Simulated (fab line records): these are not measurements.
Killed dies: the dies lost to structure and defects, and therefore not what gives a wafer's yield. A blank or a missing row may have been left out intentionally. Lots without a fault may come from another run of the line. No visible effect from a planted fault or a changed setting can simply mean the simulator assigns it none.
Chamber matching -- flow nandHarc -- pecvd-03 running NHARC_A_STAIRCASE_DEP_280: 3 sister chambers
The step deposits SiON, target thk 30 nm. 6 wafers are shown with their chamber, then 7 later ones without.

== EACH WAFER AND ITS CHAMBER ==
wafer,chamber,heaterPowerW (W),chamberPressureTorr (Torr)
L080.5,1,907,3.511
L080.6,2,586,3.517
L084.4,0,850,3.491
L084.6,1,877,3.514
L086.3,2,576,3.494
L086.4,0,821,3.500

== WAFERS WITH NO CHAMBER GIVEN ==
wafer,heaterPowerW (W),chamberPressureTorr (Torr)
L086.6,572,3.496
L087.2,620,3.493
L087.5,631,3.499
L087.6,900,3.512
L097.3,655,3.498
L097.4,930,3.495
L097.6,716,3.505

== EACH ONE'S CHAMBER ==
wafer,from the rows above,in truth
L086.6,2,2
L087.2,2,2
L087.5,2,2
L087.6,1,1
L097.3,2,2
L097.4,1,1
L097.6,can't be placed: 0 or 2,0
Correctly placed: 6 of 7. From these rows, 1 cannot be placed; in 1 the true chamber is one of the candidates. Wrongly placed: 0.
How it was worked out, from the rows above alone: a wafer's distance from a chamber is the root of the sum, over the readings, of the square of ((its reading less the chamber's mean) divided by the reading's scatter). If the next closest chamber is less than 2 further off than the closest, the wafer can't be placed; otherwise it belongs to the closest. Each chamber's mean is taken over the wafers shown for it. The scatter: take each reading less its chamber's mean, square it, sum over the shown wafers, divide by the number of wafers less the number of chambers, and take the root.
